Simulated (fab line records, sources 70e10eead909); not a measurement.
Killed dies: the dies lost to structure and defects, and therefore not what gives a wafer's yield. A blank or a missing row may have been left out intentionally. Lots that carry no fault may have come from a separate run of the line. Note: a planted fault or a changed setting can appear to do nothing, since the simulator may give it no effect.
fab line records + flow nandHarc
record:
- lots: 5
- wafers: 15
- lastDay: 34
route steps=1302 shown P_GATE@185 END@1302
lots with no fault: from the same line, run without faults
startH: hours from the record's first day to the start of the lot's first wafer shown + waitH: how many hours have passed since the lot's step before this one + " repeats the value in the row above + L1.1+2: several wafers, shown together as one row + - no value, or no start was given + * or withheld: withheld + < > ~ a bound
route shown NAME@n: names a module that has steps shown in the file, with the first one's number in the route + usual: mean/standard deviation of fault-free wafers + same: alike in all rows + chamber/n: place in a boat + sites: readings site by site + _std_site: the standard deviation of these + _edge_site: the outer-site mean with the inner-site mean subtracted + radiusMm: for every site, how far away it sits from the centre of the wafer + mask NAME#n: copy n + behind: the most recent tool/chamber to have shaped the wafer + hold: cause of the lot's hold/its duration in hours/its outcome + device: names the non-switching transistor (n, p or np) + end of line: the same wafers' tests at the end of the route + for a step that has no rows: nothing shown but its recipe + killed: at the first sort, the dies lost to defects and structure; wafer yield is something else + map: a wafer's dies, x killed, . not, _ none there
set.NAME: the setting that was run; set.NAME@STEP: the one run at that earlier step + model.NAME: the simulator's own value behind a step, which no gauge read
lots seen at some steps along the route; tables by step, rows by wafer
services: a tool's chamber out of use, with start hour (startH, from the record's first day; less than 0 if before it), hours out, and reason
== steps ==
step: NHARC_P_GATE_CD_MEAS_59
recipe:
- targetCdNm: 720
- landingEnergyEv: 500
usual:
- cdNm: 719.4/1.4
| lot.wafer | tool     | chamber | startH | waitH | cdNm  |
|-----------|----------|---------|--------|-------|-------|
| L805.1    | cdSem-02 | 0       | 156.86 | -     | 718.5 |
| L805.5    | "        | 0       | "      | "     | 720.6 |
| L805.6    | "        | 0       | "      | "     | 720.2 |
| L806.2    | cdSem-02 | 0       | 163.26 | -     | 720.3 |
| L806.3    | "        | 0       | "      | "     | 718.8 |
| L806.6    | "        | 0       | "      | "     | 716.9 |
| L816.1    | cdSem-02 | 0       | 259.74 | -     | 718.3 |
| L816.5    | "        | 0       | "      | "     | 719.3 |
| L816.6    | "        | 0       | "      | "     | 719.0 |
| L817.1    | cdSem-01 | 0       | 276.13 | -     | 721.4 |
| L817.5    | "        | 0       | "      | "     | 720.4 |
| L817.6    | "        | 0       | "      | "     | 719.6 |
| L823.1    | cdSem-02 | 0       | 337.87 | -     | 719.8 |
| L823.3    | "        | 0       | "      | "     | 719.4 |
| L823.4    | "        | 0       | "      | "     | 719.3 |
step: NHARC_P_GATE_HARDBAKE_60
recipe:
- tempC: 125
- timeS: 80
step: NHARC_P_GATE_DESCUM_61
recipe:
- timeS: 3
- o2FlowSccm: 200
- arFlowSccm: 0
- biasPowerW: 0
- chemistry: O2
usual:
- drypumpMotorCurrentA: 5.5/0.35
- oesProductAu: 0.998/0.0083
- rfVppV: 57.7/0.86
- showerheadPlenumPTorr: 1.92/0.084
- throttleValvePct: 11.310/0.0088
| lot.wafer | tool       | chamber | startH | waitH | drypumpMotorCurrentA | oesProductAu | rfHoursCounterH | rfVppV | showerheadPlenumPTorr | throttleValvePct |
|-----------|------------|---------|--------|-------|----------------------|--------------|-----------------|--------|-----------------------|------------------|
| L805.1    | rieDiel-11 | 3       | 157.03 | -     | 5.4                  | 0.992        | 3.9             | 57.4   | 1.85                  | 11.315           |
| L805.6    | "          | 2       | "      | "     | 5.9                  | 1.000        | -               | 57.4   | 1.84                  | 11.314           |
| L805.5    | "          | 3       | "      | "     | 5.4                  | 0.991        | -               | 58.1   | 1.85                  | 11.315           |
| L806.2    | rieDiel-11 | 0       | 163.44 | -     | 5.9                  | 0.998        | 3.6             | 57.8   | 1.93                  | 11.309           |
| L806.3    | "          | 1       | "      | "     | 6.0                  | 0.990        | 3.5             | 56.6   | 1.90                  | 11.318           |
| L806.6    | "          | 3       | "      | "     | 5.4                  | 0.992        | -               | 58.9   | 1.85                  | 11.323           |
| L816.1    | rieDiel-01 | 1       | 259.90 | -     | 5.4                  | 0.997        | 2.5             | 59.2   | 2.02                  | 11.300           |
| L816.5    | "          | 1       | "      | "     | 5.4                  | 0.997        | -               | 57.2   | 2.02                  | 11.317           |
| L816.6    | "          | 2       | "      | "     | 5.6                  | 0.989        | -               | 57.7   | 1.89                  | 11.299           |
| L817.1    | rieDiel-01 | 1       | 276.30 | -     | 5.4                  | 1.000        | 4.0             | 58.9   | 2.02                  | 11.303           |
| L817.6    | "          | 1       | "      | "     | 5.4                  | 0.988        | -               | 58.4   | 2.02                  | 11.319           |
| L817.5    | "          | 2       | "      | "     | 5.6                  | 0.990        | -               | 57.8   | 1.89                  | 11.313           |
| L823.3    | rieDiel-03 | 3       | 338.03 | -     | 5.1                  | 1.000        | 2.0             | 58.2   | 1.93                  | 11.318           |
| L823.4    | "          | 1       | "      | "     | 6.0                  | 0.992        | 3.0             | 57.1   | 1.84                  | 11.307           |
| L823.1    | "          | 2       | "      | "     | 5.3                  | 0.988        | 2.4             | 58.0   | 1.79                  | 11.305           |
step: NHARC_P_GATE_IMPLANT_62
recipe:
- energyKev: 20
- doseCm2: 3e+15
- tiltDeg: 7
step: NHARC_P_GATE_STRIP_112
recipe:
- powerW: 1500
- tempC: 110
- timeS: 200
- chemistry: N2/H2
usual:
- drypumpMotorCurrentA: 6.1/0.46
- heaterPowerW: 83/6.2
| lot.wafer | tool           | chamber | startH | waitH | drypumpMotorCurrentA | heaterPowerW | rfHoursCounterH |
|-----------|----------------|---------|--------|-------|----------------------|--------------|-----------------|
| L805.1    | plasmaAsher-01 | 1       | 157.38 | 0.2   | 6.5                  | 82           | 35              |
| L805.6    | "              | 1       | "      | "     | 6.5                  | 83           | -               |
| L805.5    | "              | 0       | "      | "     | 5.6                  | 79           | -               |
| L806.2    | plasmaAsher-02 | 1       | 163.78 | 0.2   | 5.7                  | 79           | 17              |
| L806.3    | "              | 1       | "      | "     | 5.7                  | 81           | -               |
| L806.6    | "              | 0       | "      | "     | 6.6                  | 89           | -               |
| L816.1    | plasmaAsher-02 | 1       | 260.32 | 0.2   | 5.7                  | 77           | 1               |
| L816.5    | "              | 0       | "      | "     | 6.6                  | 96           | -               |
| L816.6    | "              | 1       | "      | "     | 5.7                  | 79           | -               |
| L817.1    | plasmaAsher-02 | 1       | 276.73 | 0.2   | 5.7                  | 76           | 5               |
| L817.5    | "              | 0       | "      | "     | 6.6                  | 95           | -               |
| L817.6    | "              | 1       | "      | "     | 5.7                  | 78           | -               |
| L823.1    | plasmaAsher-02 | 0       | 338.40 | 0.2   | 6.6                  | 96           | 17              |
| L823.4    | "              | 0       | "      | "     | 6.6                  | 95           | -               |
| L823.3    | "              | 1       | "      | "     | 5.7                  | 78           | -               |
step: NHARC_P_GATE_STRIP_76
recipe:
- powerW: 1500
- tempC: 250
- chemistry: O2
usual:
- drypumpMotorCurrentA: 6.1/0.46
- heaterPowerW: 312/23
| lot.wafer | tool           | chamber | startH | waitH | drypumpMotorCurrentA | heaterPowerW | rfHoursCounterH |
|-----------|----------------|---------|--------|-------|----------------------|--------------|-----------------|
| L805.1    | plasmaAsher-01 | 1       | 157.64 | 0.2   | 6.5                  | 309          | 35              |
| L805.6    | "              | 1       | "      | "     | 6.4                  | 304          | -               |
| L805.5    | "              | 0       | "      | "     | 5.5                  | 290          | -               |
| L806.2    | plasmaAsher-02 | 1       | 164.04 | 0.2   | 5.7                  | 291          | 18              |
| L806.3    | "              | 1       | "      | "     | 5.7                  | 298          | -               |
| L806.6    | "              | 0       | "      | "     | 6.6                  | 329          | -               |
| L816.1    | plasmaAsher-02 | 1       | 260.55 | 0.2   | 5.7                  | 290          | 1               |
| L816.5    | "              | 0       | "      | "     | 6.6                  | 353          | -               |
| L816.6    | "              | 1       | "      | "     | 5.7                  | 287          | -               |
| L817.1    | plasmaAsher-02 | 1       | 276.96 | 0.2   | 5.7                  | 285          | 5               |
| L817.5    | "              | 0       | "      | "     | 6.6                  | 361          | -               |
| L817.6    | "              | 1       | "      | "     | 5.7                  | 281          | -               |
| L823.1    | plasmaAsher-02 | 0       | 338.65 | 0.2   | 6.6                  | 356          | 18              |
| L823.4    | "              | 0       | "      | "     | 6.6                  | 361          | -               |
| L823.3    | "              | 1       | "      | "     | 5.7                  | 279          | -               |
step: NHARC_P_GATE_STRIP_63
recipe:
- timeS: 900
- tempC: 130
- chemistry: SPM
step: NHARC_P_GATE_DEHYDRATE_83
recipe:
- tempC: 150
- timeS: 120
step: NHARC_P_GATE_HMDS_84
recipe:
- timeS: 30
step: NHARC_P_GATE_COAT_85
recipe:
- spinRpm: 3000
step: NHARC_P_GATE_SOFTBAKE_86
recipe:
- tempC: 122
- timeS: 95
step: NHARC_P_GATE_EBR_87
step: NHARC_P_GATE_EXPOSE_88
recipe:
- na: 0.6
- targetCdNm: 2000
- doseMj: 11.87
- maskId: P_HVN
usual:
- focusOffsetNm: 0.1/0.5
| lot.wafer | tool          | chamber | startH | waitH | mask       | focusOffsetNm |
|-----------|---------------|---------|--------|-------|------------|---------------|
| L805.1    | krfScanner-03 | 0       | 158.29 | -     | P_HVN#0    | -0.5          |
| L805.5    | "             | 0       | "      | "     | P_HVN#0    | 0.7           |
| L805.6    | "             | 0       | "      | "     | P_HVN#0    | 0.2           |
| L806.2    | krfScanner-03 | 0       | 164.68 | -     | P_HVN_R1#0 | -0.4          |
| L806.3    | "             | 0       | "      | "     | P_HVN_R1#0 | 0.2           |
| L806.6    | "             | 0       | "      | "     | P_HVN_R1#0 | -0.8          |
| L816.1    | krfScanner-02 | 0       | 261.30 | -     | P_HVN#0    | 0.2           |
| L816.5    | "             | 0       | "      | "     | P_HVN#0    | -0.4          |
| L816.6    | "             | 0       | "      | "     | P_HVN#0    | 0.0           |
| L817.1    | krfScanner-03 | 0       | 277.71 | -     | P_HVN#0    | 0.3           |
| L817.5    | "             | 0       | "      | "     | P_HVN#0    | -1.0          |
| L817.6    | "             | 0       | "      | "     | P_HVN#0    | -0.8          |
| L823.1    | krfScanner-03 | 0       | 339.29 | -     | P_HVN#0    | -0.3          |
| L823.3    | "             | 0       | "      | "     | P_HVN#0    | -0.7          |
| L823.4    | "             | 0       | "      | "     | P_HVN#0    | -0.6          |
step: NHARC_P_GATE_PEB_89
recipe:
- pebTempC: 118
- pebTimeS: 85
step: NHARC_P_GATE_DEVELOP_90
recipe:
- timeS: 70
step: NHARC_P_GATE_CD_MEAS_91
recipe:
- targetCdNm: 2000
- landingEnergyEv: 500
usual:
- cdNm: 1999.9/1.3
| lot.wafer | tool     | chamber | startH | waitH | cdNm   |
|-----------|----------|---------|--------|-------|--------|
| L805.1    | cdSem-02 | 0       | 158.45 | -     | 2000.8 |
| L805.5    | "        | 0       | "      | "     | 2001.2 |
| L805.6    | "        | 0       | "      | "     | 2000.7 |
| L806.2    | cdSem-03 | 0       | 164.84 | -     | 2025.9 |
| L806.3    | "        | 0       | "      | "     | 2025.6 |
| L806.6    | "        | 0       | "      | "     | 2027.7 |
| L816.1    | cdSem-02 | 0       | 261.45 | -     | 1999.9 |
| L816.5    | "        | 0       | "      | "     | 1999.4 |
| L816.6    | "        | 0       | "      | "     | 2000.8 |
| L817.1    | cdSem-02 | 0       | 277.86 | -     | 2000.5 |
| L817.5    | "        | 0       | "      | "     | 2001.6 |
| L817.6    | "        | 0       | "      | "     | 2001.1 |
| L823.1    | cdSem-01 | 0       | 339.45 | -     | 1999.5 |
| L823.3    | "        | 0       | "      | "     | 1999.4 |
| L823.4    | "        | 0       | "      | "     | 2001.7 |
step: NHARC_P_GATE_HARDBAKE_92
recipe:
- tempC: 125
- timeS: 80
step: NHARC_P_GATE_DESCUM_93
recipe:
- timeS: 3
- o2FlowSccm: 200
- arFlowSccm: 0
- biasPowerW: 0
- chemistry: O2
usual:
- drypumpMotorCurrentA: 5.6/0.35
- oesProductAu: 0.999/0.0077
- rfVppV: 57.7/0.83
- showerheadPlenumPTorr: 1.89/0.068
- throttleValvePct: 11.312/0.0092
| lot.wafer | tool       | chamber | startH | waitH | drypumpMotorCurrentA | oesProductAu | rfHoursCounterH | rfVppV | showerheadPlenumPTorr | throttleValvePct | model.P_GATE.cdNm |
|-----------|------------|---------|--------|-------|----------------------|--------------|-----------------|--------|-----------------------|------------------|-------------------|
| L805.1    | rieDiel-11 | 2       | 158.63 | -     | 5.9                  | 1.012        | 4.0             | 59.5   | 1.84                  | 11.305           | 2000              |
| L805.5    | "          | 0       | "      | "     | 5.9                  | 1.006        | -               | 57.4   | 1.93                  | 11.318           | 2001              |
| L805.6    | "          | 1       | "      | "     | 6.0                  | 0.994        | -               | 57.7   | 1.91                  | 11.314           | 2000              |
| L806.3    | rieDiel-11 | 2       | 165.01 | -     | 5.8                  | 0.996        | 4.0             | 57.7   | 1.84                  | 11.318           | 2026              |
| L806.2    | "          | 1       | "      | "     | 6.0                  | 0.988        | 3.5             | 58.3   | 1.90                  | 11.320           | 2026              |
| L806.6    | "          | 2       | "      | "     | 5.9                  | 0.995        | -               | 57.8   | 1.84                  | 11.309           | 2028              |
| L816.1    | rieDiel-03 | 2       | 261.94 | -     | 5.3                  | 1.001        | 8.5             | 57.2   | 1.79                  | 11.298           | 1999              |
| L816.5    | "          | 0       | "      | "     | 5.3                  | 1.003        | -               | 57.9   | 1.87                  | 11.314           | 1999              |
| L816.6    | "          | 1       | "      | "     | 6.0                  | 0.998        | -               | 56.9   | 1.84                  | 11.323           | 2001              |
| L817.1    | rieDiel-03 | 2       | 278.06 | -     | 5.3                  | 0.992        | 10.0            | 57.0   | 1.79                  | 11.324           | 2000              |
| L817.5    | "          | 0       | "      | "     | 5.3                  | 0.994        | -               | 57.2   | 1.87                  | 11.311           | 2001              |
| L817.6    | "          | 1       | "      | "     | 6.0                  | 0.999        | -               | 57.3   | 1.84                  | 11.328           | 2001              |
| L823.3    | rieDiel-03 | 0       | 339.61 | -     | 5.3                  | 0.998        | 2.8             | 56.5   | 1.87                  | 11.322           | 1999              |
| L823.1    | "          | 1       | "      | "     | 6.0                  | 0.994        | 3.0             | 57.9   | 1.84                  | 11.305           | 2000              |
| L823.4    | "          | 0       | "      | "     | 5.3                  | 0.994        | -               | 58.5   | 1.87                  | 11.314           | 2001              |
step: NHARC_P_GATE_IMPLANT_94
recipe:
- energyKev: 60
- doseCm2: 2e+15
- tiltDeg: 7
step: NHARC_END_SORT_01
recipe:
- tempC: 25
usual:
- killedAtArray: 53/21
- killedAtOther: 1.0/1.3
- killedAtPeriphery: 3.8/2.4
- killedDies: 58/21
- killedOpen: 3.4/1.9
- killedShort: 2.4/1.5
same:
- grossDies: 677
| lot.wafer | tool      | chamber | startH | waitH | killedAtArray | killedAtOther | killedAtPeriphery | killedDies | killedOpen | killedShort |
|-----------|-----------|---------|--------|-------|---------------|---------------|-------------------|------------|------------|-------------|
| L805.1    | prober-02 | 0       | 602.46 | 2.5   | 79            | 1             | 1                 | 81         | 4          | 2           |
| L805.5    | prober-02 | 0       | 605.68 | 3.7   | 60            | 5             | 2                 | 67         | 2          | 6           |
| L805.6    | prober-02 | 0       | 606.48 | 4.0   | 69            | 1             | 1                 | 71         | 1          | 0           |
| L806.2    | prober-01 | 0       | 603.28 | 2.8   | 51            | 3             | 0                 | 54         | 3          | 1           |
| L806.3    | prober-01 | 0       | 604.09 | 3.1   | 28            | 1             | 1                 | 30         | 0          | 1           |
| L806.6    | prober-01 | 0       | 606.52 | 4.1   | 47            | 2             | 3                 | 52         | 6          | 4           |
| L816.1    | prober-01 | 0       | 719.26 | 2.5   | 20            | 0             | 2                 | 22         | 2          | 1           |
| L816.5    | prober-01 | 0       | 722.50 | 3.7   | 24            | 0             | 5                 | 29         | 4          | 2           |
| L816.6    | prober-01 | 0       | 723.31 | 4.0   | 18            | 1             | 4                 | 23         | 1          | 2           |
| L817.1    | prober-02 | 0       | 742.69 | 2.5   | 104           | 0             | 2                 | 106        | 3          | 1           |
| L817.5    | prober-02 | 0       | 745.94 | 3.7   | 83            | 0             | 5                 | 88         | 1          | 5           |
| L817.6    | prober-02 | 0       | 746.76 | 4.1   | 99            | 0             | 6                 | 105        | 1          | 2           |
killed by level:class
L805.1 A_CHANNEL_HOLE_D2:chamberFilmFlake=29 A_SLIT:chamberFilmFlake=24 A_CONTACT:chamberFilmFlake=14 A_CHANNEL_HOLE_D1:chamberFilmFlake=3 P_CONTACT:geometricParticle:short=1 A_DECK1_JOINT:geometricParticle:open=1 A_CHANNEL_FILL_D2:geometricParticle:open=1 A_CHANNEL_FILL_D2:geometricParticle:short=1
L806.2 A_CHANNEL_HOLE_D1:chamberFilmFlake=30 A_CHANNEL_HOLE_D2:chamberFilmFlake=9 A_CONTACT:chamberFilmFlake=4 THIN_TSV:chamberFilmFlake=3 A_DECK1_JOINT:chamberFilmFlake=3 A_CHANNEL_FILL_D2:geometricParticle:open=2 A_WL_FILL:geometricParticle:short=1 A_M1:geometricParticle:open=1
L806.3 A_CHANNEL_HOLE_D1:chamberFilmFlake=13 A_CHANNEL_HOLE_D2:chamberFilmFlake=10 A_DECK1_JOINT:chamberFilmFlake=2 A_WL_FILL:geometricParticle:short=1 P_GATE:chamberFilmFlake=1 A_CHANNEL_FILL_D1:chamberFilmFlake=1 A_STAIRCASE:chamberFilmFlake=1 THIN_TSV:chamberFilmFlake=1
L805.5 A_CHANNEL_HOLE_D2:chamberFilmFlake=29 A_SLIT:chamberFilmFlake=18 A_CONTACT:chamberFilmFlake=5 THIN_TSV:chamberFilmFlake=3 STARTING-WAFER:geometricParticle:short=2 P_CONTACT:geometricParticle:open=1 A_ONON_D1:geometricParticle:open=1 A_DECK1_JOINT:geometricParticle:short=1
L805.6 A_CHANNEL_HOLE_D2:chamberFilmFlake=32 A_SLIT:chamberFilmFlake=21 A_CONTACT:chamberFilmFlake=7 A_CHANNEL_HOLE_D1:chamberFilmFlake=4 A_CHANNEL_FILL_D1:chamberFilmFlake=2 A_ONON_D2:geometricParticle:open=1 P_ZERO_WELL:chamberFilmFlake=1 A_CHANNEL_FILL_D2:chamberFilmFlake=1
L806.6 A_CHANNEL_HOLE_D1:chamberFilmFlake=16 A_CHANNEL_HOLE_D2:chamberFilmFlake=14 A_DECK1_JOINT:chamberFilmFlake=4 A_WL_FILL:geometricParticle:short=2 A_CONTACT:chamberFilmFlake=2 THIN_TSV:chamberFilmFlake=2 P_CONTACT:geometricParticle:open=1 P_M0:geometricParticle:open=1
L816.1 A_CHANNEL_HOLE_D1:chamberFilmFlake=5 A_SLIT:chamberFilmFlake=4 A_STAIRCASE:chamberFilmFlake=3 A_WL_FILL:chamberFilmFlake=2 A_ONON_D2:geometricParticle:open=1 A_WL_FILL:geometricParticle:short=1 A_WL_FILL:geometricParticle:open=1 P_ZERO_WELL:chamberFilmFlake=1
L816.5 A_CHANNEL_HOLE_D1:chamberFilmFlake=6 A_SLIT:chamberFilmFlake=4 A_ONON_D1:geometricParticle:open=2 A_CHANNEL_FILL_D2:chamberFilmFlake=2 A_STAIRCASE:chamberFilmFlake=2 A_WL_FILL:chamberFilmFlake=2 P_M0:geometricParticle:short=1 A_CHANNEL_FILL_D1:geometricParticle:open=1
L816.6 A_CHANNEL_HOLE_D1:chamberFilmFlake=8 A_WL_FILL:chamberFilmFlake=3 A_CHANNEL_FILL_D1:chamberFilmFlake=2 P_ZERO_WELL:chamberFilmFlake=2 A_STAIRCASE:chamberFilmFlake=2 P_M1:geometricParticle:open=1 P_M2:geometricParticle:short=1 A_DECK1_JOINT:geometricParticle:short=1
L817.1 A_CHANNEL_HOLE_D1:chamberFilmFlake=38 A_SLIT:chamberFilmFlake=22 A_CHANNEL_HOLE_D2:chamberFilmFlake=21 A_CONTACT:chamberFilmFlake=11 A_STAIRCASE:chamberFilmFlake=5 A_CHANNEL_FILL_D2:chamberFilmFlake=4 P_GATE:geometricParticle:short=1 A_DECK1_JOINT:geometricParticle:open=1
L817.5 A_SLIT:chamberFilmFlake=20 A_CHANNEL_HOLE_D2:chamberFilmFlake=19 A_CHANNEL_HOLE_D1:chamberFilmFlake=17 A_CONTACT:chamberFilmFlake=14 A_STAIRCASE:chamberFilmFlake=4 P_ZERO_WELL:chamberFilmFlake=2 A_CHANNEL_FILL_D2:chamberFilmFlake=2 A_ONON_D1:geometricParticle:short=1
L817.6 A_CHANNEL_HOLE_D1:chamberFilmFlake=36 A_CHANNEL_HOLE_D2:chamberFilmFlake=23 A_SLIT:chamberFilmFlake=21 A_CONTACT:chamberFilmFlake=11 P_STI:chamberFilmFlake=3 A_CHANNEL_FILL_D2:chamberFilmFlake=3 A_CHANNEL_FILL_D1:geometricParticle:short=1 A_WL_FILL:geometricParticle:short=1
== services ==
| tool           | chamber | startH | hours | kind   |
|----------------|---------|--------|-------|--------|
| krfScanner-02  | -       | 133.89 | 2.8   | repair |
| krfScanner-03  | -       | 137.88 | 5.4   | repair |
| rieDiel-03     | 2       | 140.20 | 8.8   | repair |
| rieDiel-03     | 0       | 140.22 | 7.3   | repair |
| plasmaAsher-01 | -       | 165.13 | 9.0   | pm     |
| krfScanner-02  | -       | 165.47 | 2.3   | repair |
| rieDiel-11     | 1       | 179.52 | 4.2   | repair |
| rieDiel-11     | 3       | 189.08 | 8.6   | repair |
| rieDiel-01     | -       | 196.79 | 0.6   | repair |
| rieDiel-11     | 3       | 202.24 | 6.2   | repair |
| rieDiel-01     | -       | 203.83 | 9.0   | pm     |
| krfScanner-03  | -       | 223.05 | 8.6   | repair |
| plasmaAsher-02 | -       | 249.29 | 9.0   | pm     |
| krfScanner-03  | -       | 255.10 | 0.6   | repair |
| rieDiel-11     | -       | 255.53 | 9.0   | pm     |
| rieDiel-01     | 3       | 260.05 | 2.4   | repair |
| krfScanner-02  | -       | 266.00 | 4.0   | pm     |
| rieDiel-01     | 0       | 271.69 | 7.7   | repair |
| plasmaAsher-01 | -       | 280.99 | 4.6   | repair |
| rieDiel-03     | -       | 281.30 | 9.0   | pm     |
| rieDiel-01     | -       | 321.52 | 0.3   | repair |
| rieDiel-03     | 1       | 324.51 | 2.9   | repair |
| rieDiel-11     | 3       | 330.17 | 27.5  | repair |
| rieDiel-03     | 2       | 338.12 | 4.7   | repair |
== key ==
firstSign:
- step: NHARC_P_GATE_EXPOSE_88
- reading: mask
- direction: changed
effect:
- step: NHARC_P_GATE_CD_MEAS_91
- reading: cdNm
- direction: up
- sigmas: 21
- usual: 1999.9
- struck: 2026.4
modelEffect:
- step: NHARC_P_GATE_DESCUM_93
- value: P_GATE.cdNm
- without: 2000
- struck: 2026
metAt NHARC_P_GATE_EXPOSE_88
struckWafers L806.2,L806.3,L806.6
testerLeftOut L806
onsetBetween 158.29 164.68
fault:
- kind: wrongMask
- tool: any
- chamber: -
- onsetH: 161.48
- steps: NHARC_P_GATE_EXPOSE_88
- auxCopy: P_HVN_R1#0
- cdOffsetNm: 26.3
- scope: struckLotsOnly
testerLeftOut: of these lots the tester's yield and bins aren't shown, on N5 and GAA mostly nor the transistor test; their killed dies are dies lost to structure and defects alone, not to doping, threshold or leakage, so they don't give the yield
